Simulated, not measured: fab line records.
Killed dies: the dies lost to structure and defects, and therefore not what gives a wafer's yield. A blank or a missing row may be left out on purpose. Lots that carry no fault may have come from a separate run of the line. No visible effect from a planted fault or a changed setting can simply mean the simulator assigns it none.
Matching of chambers	flow nandHarc	4 sister chambers for NHARC_A_WL_FILL_ALD_10 on aldHk-02
The step deposits SiO2, target thk 50 nm, pulse time 10 s, ald cycles 500. 4 wafers are shown with their chamber, then 7 later ones without.

== EACH WAFER AND ITS CHAMBER ==
wafer	chamber	heaterPowerW (W)
L227.6	0	451
L229.1	2	364
L237.1	3	443
L237.4	1	473

== WAFERS WITH NO CHAMBER GIVEN ==
wafer	heaterPowerW (W)
L237.5	430
L240.1	377
L240.2	437
L240.4	478
L242.4	380
L242.2	445
L242.3	482

== THE CHAMBER EACH PASSED THROUGH ==
wafer	from the rows above	in truth
L237.5	can't be placed: 3 or 0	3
L240.1	2	2
L240.2	can't be placed: 3 or 0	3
L240.4	1	1
L242.4	2	2
L242.2	can't be placed: 3 or 0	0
L242.3	1	1
4 of 7 placed correctly. These rows do not allow placing 3 (true chamber among the candidates in 3). Wrongly placed: 0.
How it was worked out, from the rows above alone: a wafer's distance from a chamber is the root of the sum, over the readings, of the square of ((its reading less the chamber's mean) divided by the reading's scatter). The wafer belongs to the nearest chamber; if the next one is less than 2 further off, it can't be placed. For every chamber, the mean is computed from those of its wafers that are shown. The scatter (one wafer shown for each chamber): square how far every hidden wafer sits from the nearest shown wafer, average those squares and take the square root.
